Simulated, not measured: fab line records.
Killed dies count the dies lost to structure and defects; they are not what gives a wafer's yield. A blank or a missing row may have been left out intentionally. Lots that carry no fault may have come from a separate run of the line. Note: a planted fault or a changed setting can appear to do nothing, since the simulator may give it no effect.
Chamber matching + flow n5Finfet + N5_BEOL_M11_STRIP_19 on rieDiel-06 has 4 sister chambers
The step strips in O2. 27 wafers are shown with their chamber, then 12 later ones without.

WAFERS PAIRED WITH THEIR CHAMBERS
| wafer  | chamber | showerheadPlenumPTorr (Torr) | drypumpMotorCurrentA (A) | throttleValvePct (%) |
|--------|---------|------------------------------|--------------------------|----------------------|
| L075.1 | 2       | 2.16                         | 5.7                      | 16.69                |
| L075.2 | 3       | 2.18                         | 5.6                      | 16.92                |
| L075.6 | 3       | 2.18                         | 5.6                      | 16.91                |
| L076.1 | 0       | 2.02                         | 5.2                      | 16.88                |
| L076.2 | 3       | 2.18                         | 5.6                      | 16.93                |
| L076.3 | 1       | 2.07                         | 6.5                      | 16.81                |
| L076.4 | 2       | 2.16                         | 5.6                      | 16.70                |
| L076.5 | 1       | 2.07                         | 6.5                      | 16.84                |
| L076.6 | 2       | 2.16                         | 5.6                      | 16.68                |
| L080.2 | 0       | 2.02                         | 5.2                      | 16.89                |
| L080.5 | 2       | 2.16                         | 5.6                      | 16.69                |
| L080.6 | 0       | 2.02                         | 5.2                      | 16.90                |
| L078.1 | 0       | 2.02                         | 5.1                      | 16.89                |
| L078.3 | 3       | 2.17                         | 5.6                      | 16.94                |
| L078.5 | 3       | 2.17                         | 5.6                      | 16.93                |
| L083.1 | 0       | 2.01                         | 5.2                      | 16.92                |
| L083.2 | 2       | 2.15                         | 5.6                      | 16.72                |
| L083.3 | 3       | 2.17                         | 5.6                      | 16.96                |
| L083.4 | 1       | 2.06                         | 6.5                      | 16.39                |
| L083.5 | 2       | 2.15                         | 5.6                      | 16.70                |
| L083.6 | 3       | 2.17                         | 5.7                      | 16.96                |
| L084.1 | 1       | 2.06                         | 6.6                      | 16.39                |
| L084.5 | 3       | 2.17                         | 5.7                      | 16.97                |
| L084.6 | 0       | 2.01                         | 5.2                      | 16.91                |
| L086.1 | 2       | 2.15                         | 5.6                      | 16.74                |
| L086.2 | 3       | 2.17                         | 5.6                      | 16.98                |
| L086.4 | 1       | 2.06                         | 6.5                      | 16.41                |

SIGNATURES (averages over the wafers above)
| reading               | chamber 0 | chamber 1 | chamber 2 | chamber 3 | scatter within a chamber |
|-----------------------|-----------|-----------|-----------|-----------|--------------------------|
| showerheadPlenumPTorr | 2.0167    | 2.0640    | 2.1557    | 2.1733    | 0.00521                  |
| drypumpMotorCurrentA  | 5.183     | 6.520     | 5.614     | 5.622     | 0.0419                   |
| throttleValvePct      | 16.8983   | 16.5680   | 16.7029   | 16.9444   | 0.0998                   |
Rule: a wafer's distance from a chamber is the root of the sum, over the readings, of the square of ((its reading less the chamber's mean) divided by the reading's scatter). The wafer belongs to the nearest chamber; if the next one is less than 2 further off, it can't be placed. The scatter: the root of (the sum of the squares of (reading less its chamber's mean) over the shown wafers, divided by (wafers less chambers)).

WAFERS WITHOUT THEIR CHAMBER
| wafer  | showerheadPlenumPTorr (Torr) | drypumpMotorCurrentA (A) | throttleValvePct (%) |
|--------|------------------------------|--------------------------|----------------------|
| L087.1 | 2.15                         | 5.7                      | 16.71                |
| L087.2 | 2.16                         | 5.7                      | 16.97                |
| L087.3 | 2.01                         | 5.2                      | 16.92                |
| L087.4 | 2.15                         | 5.7                      | 16.73                |
| L087.5 | 2.01                         | 5.1                      | 16.94                |
| L087.6 | 2.16                         | 5.7                      | 16.95                |
| L096.1 | 2.00                         | 5.2                      | 16.98                |
| L096.2 | 2.16                         | 5.6                      | 16.99                |
| L096.3 | 2.15                         | 5.6                      | 16.76                |
| L096.4 | 2.06                         | 6.5                      | 16.45                |
| L096.5 | 2.16                         | 5.7                      | 16.99                |
| L096.6 | 2.00                         | 5.1                      | 16.97                |

WHICH CHAMBER EACH WENT THROUGH
| wafer  | from the rows above     | in truth |
|--------|-------------------------|----------|
| L087.1 | 2                       | 2        |
| L087.2 | can't be placed: 3 or 2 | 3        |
| L087.3 | 0                       | 0        |
| L087.4 | 2                       | 2        |
| L087.5 | 0                       | 0        |
| L087.6 | can't be placed: 3 or 2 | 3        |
| L096.1 | 0                       | 0        |
| L096.2 | can't be placed: 3 or 2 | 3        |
| L096.3 | 2                       | 2        |
| L096.4 | 1                       | 1        |
| L096.5 | can't be placed: 3 or 2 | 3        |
| L096.6 | 0                       | 0        |
8 of 12 placed correctly. These rows do not allow placing 4 (true chamber among the candidates in 4). Number placed wrongly: 0.
